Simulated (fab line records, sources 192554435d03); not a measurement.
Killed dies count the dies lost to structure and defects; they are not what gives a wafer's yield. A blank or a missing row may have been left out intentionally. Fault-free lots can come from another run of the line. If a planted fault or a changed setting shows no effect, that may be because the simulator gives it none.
fab line records ; flow n5-finfet
record lots=5; wafers=15; last-day=15
route steps=1938 shown BEOL_M1@814 BEOL_M2@841 PASSIVATION@1936
lots untouched by any fault: they come from a run of this same line in which no faults occurred
start-h: hours from the record's first day to the start of the lot's first wafer shown ; wait-h: hours since the lot's step before ; " the same as in the row above ; L1.1+2: one row covering several wafers at once ; - value missing, or start not given ; * or withheld: withheld ; < > ~ a bound
route shown NAME@n: NAME is a module with steps in the file, n the number in the route of the first one ; usual: mean and standard deviation over wafers with no fault ; same: alike in all rows ; chamber/n: place in a boat ; sites: readings site by site ; _std_site: standard deviation of those values ; _edge_site: the outer-site mean with the inner-site mean subtracted ; radius-mm: how far each site lies from the wafer's centre ; mask NAME#n: copy n ; behind: tool/chamber where the wafer was last shaped ; hold: why the lot was held/for how many hours/how that ended ; device: whichever transistor did not switch (one of n, p or np) ; end of line: the same wafers' tests at the end of the route ; where a step has no rows: the recipe by itself ; killed: not the wafer's yield, but the dies lost to structure and defects at the first sort ; map: a wafer's dies, x killed, . not, _ none there
set.NAME: the run value of the setting; set.NAME@STEP: its run value at that earlier step ; model.NAME: the simulator's own value behind a step, which no gauge read
lots seen at some steps along the route; tables by step, rows by wafer
## steps
# step N5_BEOL_M1_SPUTTER_48
# recipe material=Cu; target-thk-a=45; temp-c=-20; chamber-pressure-pa=0.07; power-w=withheld; time-s=8.29
# usual susceptor-temp-C=-19.99/0.11; throttle-valve-pct=29.9/1.3
lot.wafer;tool;chamber;start-h;wait-h;susceptor-temp-C;throttle-valve-pct
L544.1;pvd-sputter-02;-;155.51;0.1;-20.10;29.4
L544.2;pvd-sputter-02;-;155.51;0.1;-19.99;30.9
L544.6;pvd-sputter-02;-;155.51;0.1;-20.14;29.4
L548.2;pvd-sputter-02;-;174.89;1.2;-20.04;30.8
L548.4;pvd-sputter-02;-;174.89;1.2;-19.93;29.6
L548.5;pvd-sputter-02;-;174.89;1.2;-19.97;30.8
L551.2;pvd-sputter-02;-;196.13;0.1;-20.21;29.2
L551.3;pvd-sputter-02;-;196.13;0.1;-20.09;29.6
L551.6;pvd-sputter-02;-;196.13;0.1;-19.99;31.4
L554.2;pvd-sputter-02;-;216.18;0.1;-20.00;29.4
L554.3;pvd-sputter-02;-;216.18;0.1;-20.16;29.6
L554.5;pvd-sputter-02;-;216.18;0.1;-19.97;30.8
L557.2;pvd-sputter-01;-;230.87;0.1;-20.00;29.7
L557.4;pvd-sputter-01;-;230.87;0.1;-19.90;27.7
L557.5;pvd-sputter-01;-;230.87;0.1;-20.12;26.6
# step N5_BEOL_M1_ANNEAL_49
# recipe temp-c=400; time-s=240; ambient=vacuum
# step N5_BEOL_M1_SPUTTER_79
# recipe material=Cu; target-thk-a=45; temp-c=-20; chamber-pressure-pa=0.07; power-w=withheld; time-s=8.29
# step N5_BEOL_M1_ANNEAL_80
# recipe temp-c=400; time-s=240; ambient=vacuum
# step N5_BEOL_M1_SPUTTER_81
# recipe material=Cu; target-thk-a=45; temp-c=-20; chamber-pressure-pa=0.07; power-w=withheld; time-s=8.29
# step N5_BEOL_M1_ANNEAL_82
# recipe temp-c=400; time-s=240; ambient=vacuum
# step N5_BEOL_M1_SPUTTER_86
# recipe material=Cu; target-thk-a=45; temp-c=-20; chamber-pressure-pa=0.07; power-w=withheld; time-s=8.29
# step N5_BEOL_M1_ANNEAL_87
# recipe temp-c=400; time-s=240; ambient=vacuum
# usual heater-power-w=808/83; susceptor-temp-C=400.01/0.22
lot.wafer;tool;chamber;start-h;wait-h;heater-power-w;susceptor-temp-C
L544.1;pvd-sputter-02;-;156.25;0.0;784;400.18
L544.2;pvd-sputter-02;-;156.25;0.0;773;400.21
L544.6;pvd-sputter-02;-;156.25;0.0;800;399.72
L548.2;pvd-sputter-02;-;175.63;0.0;592;400.06
L548.4;pvd-sputter-02;-;175.63;0.0;782;400.30
L548.5;pvd-sputter-02;-;175.63;0.0;785;399.91
L551.2;pvd-sputter-02;-;196.87;0.0;814;400.29
L551.3;pvd-sputter-02;-;196.87;0.0;799;399.86
L551.6;pvd-sputter-02;-;196.87;0.0;787;400.42
L554.2;pvd-sputter-02;-;216.92;0.0;800;399.92
L554.3;pvd-sputter-02;-;216.92;0.0;787;399.76
L554.5;pvd-sputter-02;-;216.92;0.0;774;400.09
L557.2;pvd-sputter-01;-;231.61;0.0;992;400.35
L557.4;pvd-sputter-01;-;231.61;0.0;820;399.73
L557.5;pvd-sputter-01;-;231.61;0.0;779;400.10
# step N5_BEOL_M1_SPUTTER_88
# recipe material=Cu; target-thk-a=45; temp-c=-20; chamber-pressure-pa=0.07; power-w=withheld; time-s=8.29
# usual susceptor-temp-C=-20.01/0.098; throttle-valve-pct=29.9/1.3
lot.wafer;tool;chamber;start-h;wait-h;susceptor-temp-C;throttle-valve-pct
L544.1;pvd-sputter-02;-;156.39;0.1;-20.17;29.7
L544.2;pvd-sputter-02;-;156.39;0.1;-19.96;31.0
L544.6;pvd-sputter-02;-;156.39;0.1;-20.20;29.4
L548.2;pvd-sputter-02;-;175.77;0.1;-20.08;30.8
L548.4;pvd-sputter-02;-;175.77;0.1;-20.04;29.6
L548.5;pvd-sputter-02;-;175.77;0.1;-20.13;30.7
L551.2;pvd-sputter-02;-;197.01;0.1;-19.93;29.6
L551.3;pvd-sputter-02;-;197.01;0.1;-19.95;29.5
L551.6;pvd-sputter-02;-;197.01;0.1;-19.86;30.9
L554.2;pvd-sputter-02;-;217.06;0.1;-20.01;29.4
L554.3;pvd-sputter-02;-;217.06;0.1;-20.05;29.3
L554.5;pvd-sputter-02;-;217.06;0.1;-19.90;31.0
L557.2;pvd-sputter-01;-;231.75;0.1;-20.02;29.8
L557.4;pvd-sputter-01;-;231.75;0.1;-20.04;27.7
L557.5;pvd-sputter-01;-;231.75;0.1;-20.16;26.9
# step N5_BEOL_M1_ANNEAL_89
# recipe temp-c=400; time-s=240; ambient=vacuum
# usual heater-power-w=811/85; susceptor-temp-C=399.98/0.22
lot.wafer;tool;chamber;start-h;wait-h;heater-power-w;susceptor-temp-C
L544.1;pvd-sputter-02;-;156.47;0.0;803;399.84
L544.2;pvd-sputter-02;-;156.47;0.0;787;399.53
L544.6;pvd-sputter-02;-;156.47;0.0;789;400.03
L548.2;pvd-sputter-02;-;175.85;0.0;577;400.05
L548.4;pvd-sputter-02;-;175.85;0.0;788;399.83
L548.5;pvd-sputter-02;-;175.85;0.0;766;399.76
L551.2;pvd-sputter-02;-;197.09;0.0;809;399.95
L551.3;pvd-sputter-02;-;197.09;0.0;787;399.74
L551.6;pvd-sputter-02;-;197.09;0.0;786;399.89
L554.2;pvd-sputter-02;-;217.14;0.0;804;399.84
L554.3;pvd-sputter-02;-;217.14;0.0;814;400.17
L554.5;pvd-sputter-02;-;217.14;0.0;775;400.07
L557.2;pvd-sputter-01;-;231.83;0.0;983;400.20
L557.4;pvd-sputter-01;-;231.83;0.0;799;400.14
L557.5;pvd-sputter-01;-;231.83;0.0;778;399.82
# step N5_BEOL_M1_SPUTTER_90
# recipe material=Cu; target-thk-a=45; temp-c=-20; chamber-pressure-pa=0.07; power-w=withheld; time-s=8.29
# step N5_BEOL_M1_ANNEAL_91
# recipe temp-c=400; time-s=240; ambient=vacuum
# step N5_BEOL_M1_SPUTTER_92
# recipe material=Cu; target-thk-a=45; temp-c=-20; chamber-pressure-pa=0.07; power-w=withheld; time-s=8.29
# usual susceptor-temp-C=-20.00/0.1; throttle-valve-pct=29.9/1.3
lot.wafer;tool;chamber;start-h;wait-h;susceptor-temp-C;throttle-valve-pct
L544.1;pvd-sputter-02;-;156.83;0.1;-19.88;29.5
L544.2;pvd-sputter-02;-;156.83;0.1;-19.91;31.0
L544.6;pvd-sputter-02;-;156.83;0.1;-20.02;29.6
L548.2;pvd-sputter-02;-;176.21;0.1;-20.00;30.7
L548.4;pvd-sputter-02;-;176.21;0.1;-20.01;29.6
L548.5;pvd-sputter-02;-;176.21;0.1;-20.04;30.7
L551.2;pvd-sputter-02;-;197.45;0.1;-20.02;29.4
L551.3;pvd-sputter-02;-;197.45;0.1;-19.98;29.4
L551.6;pvd-sputter-02;-;197.45;0.1;-19.99;30.6
L554.2;pvd-sputter-02;-;217.50;0.1;-20.03;29.5
L554.3;pvd-sputter-02;-;217.50;0.1;-20.05;29.6
L554.5;pvd-sputter-02;-;217.50;0.1;-19.78;31.0
L557.2;pvd-sputter-01;-;232.19;0.1;-20.17;29.8
L557.4;pvd-sputter-01;-;232.19;0.1;-19.91;27.7
L557.5;pvd-sputter-01;-;232.19;0.1;-19.85;26.6
# step N5_BEOL_M1_ANNEAL_93
# recipe temp-c=400; time-s=240; ambient=vacuum
# step N5_BEOL_M1_SPUTTER_94
# recipe material=Cu; target-thk-a=45; temp-c=-20; chamber-pressure-pa=0.07; power-w=withheld; time-s=8.29
# step N5_BEOL_M1_ANNEAL_95
# recipe temp-c=400; time-s=240; ambient=vacuum
# step N5_BEOL_M1_SPUTTER_96
# recipe material=Cu; target-thk-a=45; temp-c=-20; chamber-pressure-pa=0.07; power-w=withheld; time-s=8.29
# usual susceptor-temp-C=-20.01/0.11; throttle-valve-pct=29.9/1.3
lot.wafer;tool;chamber;start-h;wait-h;susceptor-temp-C;throttle-valve-pct
L544.1;pvd-sputter-02;-;157.27;0.1;-20.12;29.5
L544.2;pvd-sputter-02;-;157.27;0.1;-19.98;30.8
L544.6;pvd-sputter-02;-;157.27;0.1;-20.09;29.3
L548.2;pvd-sputter-02;-;176.65;0.1;-20.15;30.6
L548.4;pvd-sputter-02;-;176.65;0.1;-19.85;29.4
L548.5;pvd-sputter-02;-;176.65;0.1;-19.83;30.8
L551.2;pvd-sputter-02;-;197.89;0.1;-20.02;29.8
L551.3;pvd-sputter-02;-;197.89;0.1;-19.89;29.2
L551.6;pvd-sputter-02;-;197.89;0.1;-19.83;31.1
L554.2;pvd-sputter-02;-;217.94;0.1;-19.99;29.5
L554.3;pvd-sputter-02;-;217.94;0.1;-19.73;29.4
L554.5;pvd-sputter-02;-;217.94;0.1;-20.10;30.8
L557.2;pvd-sputter-01;-;232.63;0.1;-20.11;29.7
L557.4;pvd-sputter-01;-;232.63;0.1;-19.96;27.8
L557.5;pvd-sputter-01;-;232.63;0.1;-20.18;26.7
# step N5_BEOL_M1_ECD_50
# recipe material=Cu; target-thk-a=3000
# step N5_BEOL_M1_ANNEAL_51
# recipe temp-c=225; time-s=90; ambient=N2
# step N5_BEOL_M1_CMP_52
# recipe stop-on=SiOC; t-overpolish-s=6.8; down-force-psi=1; platen-rpm=50; clearing-platen-down-force-psi=1.5; clearing-platen-rpm=50; post-cmp-clean=cu-alkaline; target-thk-nm=40; clearing-platen-pad-velocity-m-s=0.99484; pad-velocity-m-s=0.99484
# step N5_BEOL_M1_PRE_CLEAN_60
# recipe gas=NH3/H2; time-s=15; temp-c=*; rf-power-w=300
# step N5_BEOL_M1_CO_CAP_55
# recipe material=Co; target-thk-a=20; temp-c=200; precursor=CCTBA/H2; pressure-torr=30; time-s=102.1
# step N5_BEOL_M1_PRE_CLEAN_56
# recipe gas=NH3; time-s=15; temp-c=withheld; rf-power-w=300
# step N5_BEOL_M1_DEP_57
# recipe material=SiCN; target-thk-a=80; temp-c=withheld; precursor=3MS/NH3; pressure-torr=3; rf-w=202; time-s=14
# step N5_BEOL_M1_RS_MEAS_58
# recipe thk-meas-gauge=four-point-probe; reads=Co_of_BEOL_M1_CO_CAP_55+Cu_of_BEOL_M1_ECD_50+Co_of_BEOL_M1_CVD_47+TaN_of_BEOL_M1_ALD_84
# usual M1_RS=0.67/0.032
lot.wafer;tool;chamber;start-h;wait-h;M1_RS[ohm/sq]
L544.1;film-metro-01;-;158.36;0.0;0.67
L544.2;film-metro-01;-;158.36;0.0;0.65
L544.6;film-metro-01;-;158.36;0.0;0.68
L548.2;film-metro-02;-;178.17;0.1;0.73
L548.4;film-metro-02;-;178.17;0.1;0.67
L548.5;film-metro-02;-;178.17;0.1;0.68
L551.2;film-metro-01;-;199.43;0.1;0.67
L551.3;film-metro-01;-;199.43;0.1;0.67
L551.6;film-metro-01;-;199.43;0.1;0.69
L554.2;film-metro-01;-;219.25;0.1;0.69
L554.3;film-metro-01;-;219.25;0.1;0.68
L554.5;film-metro-01;-;219.25;0.1;0.71
L557.2;film-metro-02;-;233.70;0.1;0.78
L557.4;film-metro-02;-;233.70;0.1;0.74
L557.5;film-metro-02;-;233.70;0.1;0.69
# step N5_BEOL_M2_ILD_DEP_00
# recipe material=SiOC; target-thk-a=790; temp-c=350; precursor=DEMS/O2; pressure-torr=5; rf-w=500; time-s=15.3
# step N5_BEOL_M2_THK_MEAS_01
# recipe reads=SiOC_of_BEOL_M2_ILD_DEP_00
# usual M2_ILD_THK=78.7/0.95
lot.wafer;tool;chamber;start-h;wait-h;M2_ILD_THK[nm]
L544.1;film-metro-01;-;158.49;0.0;78.7
L544.2;film-metro-01;-;158.49;0.0;78.7
L544.6;film-metro-01;-;158.49;0.0;79.9
L548.2;film-metro-02;-;178.53;0.1;78.4
L548.4;film-metro-02;-;178.53;0.1;79.3
L548.5;film-metro-02;-;178.53;0.1;80.2
L551.2;film-metro-02;-;199.56;0.1;77.7
L551.3;film-metro-02;-;199.56;0.1;78.0
L551.6;film-metro-02;-;199.56;0.1;80.2
L554.2;film-metro-01;-;219.38;0.1;79.2
L554.3;film-metro-01;-;219.38;0.1;79.0
L554.5;film-metro-01;-;219.38;0.1;78.5
L557.2;film-metro-02;-;233.83;0.1;78.1
L557.4;film-metro-02;-;233.83;0.1;79.2
L557.5;film-metro-02;-;233.83;0.1;79.4
# step N5_BEOL_M2_PECVD_72
# recipe material=SiO2; target-thk-a=160; temp-c=400; precursor=TEOS/O2; pressure-torr=5.5; rf-w=450; teos-flow-sccm=53.8; gas=O2; flow-sccm=3000; time-s=18
# step N5_BEOL_M2_HM_DEP_02
# recipe material=TiN; target-thk-a=200; temp-c=25; chamber-pressure-pa=0.49996
# step N5_BEOL_M2_COAT_61
# recipe resist=SOC; temp-c=250; time-s=60; spin-rpm=1500; resist-thk-nm=60
# step N5_BEOL_M2_COAT_62
# recipe resist=SiARC; temp-c=220; time-s=60; spin-rpm=1500; resist-thk-nm=12
# step N5_BEOL_M2_COAT_73
# recipe resist=underlayer; temp-c=205; time-s=60; spin-rpm=1500; resist-thk-nm=5
# step N5_BEOL_M2_COAT_05
# recipe resist=CAR-EUV; spin-rpm=1500; resist-thk-nm=30
# step N5_BEOL_M2_EBR_07
# recipe solvent=PGMEA; ebr-width-mm=1.5
# step N5_BEOL_M2_SOFTBAKE_06
# recipe temp-c=110; time-s=60; resist=CAR-EUV
# step N5_BEOL_M2_EXPOSE_08
# recipe mask-id=M2; na=0.33; source-shape=dipole; sigma-inner=0.369; sigma-outer=0.767; polarization=unpolarized; dose-mj=41.25
# step N5_BEOL_M2_PEB_09
# recipe peb-temp-c=100; peb-time-s=60; resist=CAR-EUV
# step N5_BEOL_M2_DEVELOP_10
# recipe develop-time-s=30; developer=TMAH; resist=CAR-EUV; rinse-liquid=surfactant-rinse; dry=air-spin; dev-temp-c=23
# step N5_BEOL_M2_CD_MEAS_11
# recipe target-cd-nm=16.79; landing-energy-ev=500; detector=se-inlens; polarity=opening
# usual cd-nm=16.82/0.22
lot.wafer;tool;chamber;start-h;wait-h;cd-nm
L544.1;cd-sem-03;0;160.55;-;17.14
L544.2;cd-sem-03;0;160.55;-;16.67
L544.6;cd-sem-03;0;160.55;-;16.54
L548.2;cd-sem-03;0;179.31;-;17.03
L548.4;cd-sem-03;0;179.31;-;16.95
L548.5;cd-sem-03;0;179.31;-;16.71
L551.2;cd-sem-01;0;201.00;-;16.84
L551.3;cd-sem-01;0;201.00;-;17.08
L551.6;cd-sem-01;0;201.00;-;16.88
L554.2;cd-sem-01;0;221.03;-;16.69
L554.3;cd-sem-01;0;221.03;-;16.99
L554.5;cd-sem-01;0;221.03;-;16.65
L557.2;cd-sem-03;0;234.33;-;16.48
L557.4;cd-sem-03;0;234.33;-;16.98
L557.5;cd-sem-03;0;234.33;-;17.01
# step N5_BEOL_M2_OVL_MEAS_12
# recipe points-per-wafer=522
# usual M2_OVL=0.6/0.65
lot.wafer;tool;chamber;start-h;wait-h;M2_OVL[nm]
L544.1;overlay-02;0;160.58;0.0;0.2
L544.2;overlay-02;0;160.58;0.0;1.4
L544.6;overlay-02;0;160.58;0.0;0.9
L548.2;overlay-01;0;179.34;0.0;0.5
L548.4;overlay-01;0;179.34;0.0;1.1
L548.5;overlay-01;0;179.34;0.0;1.1
L551.2;overlay-01;0;201.04;0.0;2.0
L551.3;overlay-01;0;201.04;0.0;1.1
L551.6;overlay-01;0;201.04;0.0;1.3
L554.2;overlay-02;0;221.06;0.0;0.8
L554.3;overlay-02;0;221.06;0.0;0.3
L554.5;overlay-02;0;221.06;0.0;0.5
L557.2;overlay-01;0;234.36;0.0;-0.3
L557.4;overlay-01;0;234.36;0.0;-0.3
L557.5;overlay-01;0;234.36;0.0;0.0
# step N5_PASSIVATION_PROBE_49
# usual defect-limited-yield=91.3/1.5; killed_at_M0_to_M3=35/10; killed_at_M4_up=13/5.3; killed-at-contacts=12/5.7; killed-at-front-end=39/11; killed-at-other=3.3/2.7; killed-dies=102/18; killed-open=67/13; killed-short=34/7.8; sort_bin_5_function=5.1/1; sort_bin_6_memory=3.3/0.68; sort-n-pass=1078/18; sort-yield-pct=91.3/1.5
# same gross-dies=1180; killed-at-back-side=0; sort_bin_4_leakage[%]=0; sort_bin_8_speed[%]=0
lot.wafer;tool;chamber;start-h;wait-h;defect-limited-yield[%];killed_at_M0_to_M3;killed_at_M4_up;killed-at-contacts;killed-at-front-end;killed-at-other;killed-dies;killed-open;killed-short;sort_bin_5_function[%];sort_bin_6_memory[%];sort-n-pass;sort-yield-pct[%]
L554.5;prober-02;-;358.98;0.5;79.3;175;23;17;29;0;244;71;43;13.5;4.5;936;79.3
# killed by level:class
L554.5 BEOL_M1:unspecified=130 MOL_CONTACT_COAG:geometric-particle:open=15 FIN_SAQP:geometric-particle:short=13 BEOL_M0_SAQP:geometric-particle:short=9 BEOL_M0:geometric-particle:open=9 BEOL_M1:geometric-particle:open=7 BEOL_M4:geometric-particle:open=7 FIN_SAQP:geometric-particle:open=5
# map L554.5 (x killed, . not)
_________________...x.x......________________
______________........x....x...x_____________
___________.x.............x...x.xx.__________
__________.x.x.........xx....x......_________
________.x...x...x...x..x............._______
_______..............x.................______
______................xx.x....x.x......._____
_____.x....x.................x....x..x...____
____.......................xxxxxxxxx......___
___...x.........x....x...xxxxxxxxxxxx......__
___...x..x....x........x.xxxxxxxxxxxx.x..x.__
__.x...........x......xx.xxxxxxxxxxxxx.x...._
__.........x...x.x.....x...xxxxxxxxxx.x....x_
_.....................xxxx.xxxxxxxxxxx.......
_..........x.x.......x..xxxxxxxxxxxxxx.x.....
_....x......x...........xxxxxxxxxxxxxx.......
_.x......................x.xxxxxxxxxxxx......
_...x.......................x.xxxxxxx....x...
_....x..................x.....x.xx...x.......
_.........................x.x.............x..
_...........x............................x...
__....x..x...x...x.........x..............xx_
__....xx...x........x.......x......x...x...x_
___.............x.x..x..........x..x.....x.__
___.............x..................x.....xx__
____...x........xx...x........x.x..x.....x___
_____....x.x...x..x......................____
______.................................._____
_______..xx........x..........x...xx...______
________..x................x.........._______
__________.....x.....x...........x.._________
___________..x..............x......__________
______________x................._____________
_________________.....x....x.________________
# map L548.2 (x killed, . not)
_________________............________________
______________...x.........x...x_____________
___________...........x..x.........__________
__________.x........................_________
________.........xxx..xxx..xx.....x..._______
_______..x......x..........x...x....x..______
______...........................x.....x_____
_____............x.....................x.____
____..x......x..x.....x.x..x.......x....x.___
___x.x.xx.....x.......x...............x....__
___x.x....x..x...........x..........x......__
__........x................................._
__.x......................x.........x......._
_.........xx...............................x.
_.....x.....................................x
_.......x....x..........x..........x.x.......
_...x...................x...x.......x.....x..
_.............x......x.......x...............
_.............................x..x...........
_...xx....x..x..x...................x........
_...........x....x.x.x.x....x..............x.
__.................x.........x.............._
__.x..x................x....x.........x....._
___..............x....x................x...__
___......x...x.....x..................x....__
____........x..........xxx........x.......___
_____.........................x.......xx.____
______.x....xx..........x..............._____
_______......x.x.............x..x.....x______
________..x..x..x....x...x..x........._______
__________xx.......x.x...........x.._________
___________...x.......x.....x.x.x..__________
______________.x.x........x....._____________
_________________............________________
## key
first-sign step=N5_PASSIVATION_PROBE_49; reading=killed_at_M0_to_M3; direction=up; sigmas=14; usual=35; struck=175
effect step=N5_PASSIVATION_PROBE_49; reading=killed-dies; direction=up; sigmas=7.9; usual=102; struck=244
more-kills-born-at N5_BEOL_M1_SPUTTER_92@pvd-sputter-02=130
met-at N5_BEOL_M1_SPUTTER_92
struck-wafers L554.5
onset-between 197.45 217.50
fault kind=chamber-particle-source; tool=pvd-sputter-02; chamber=-; onset-h=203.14; steps=N5_BEOL_M1_SPUTTER_92; rate-per-visit-cm2=1.0764; end-h=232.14; scope=struck-wafers-only
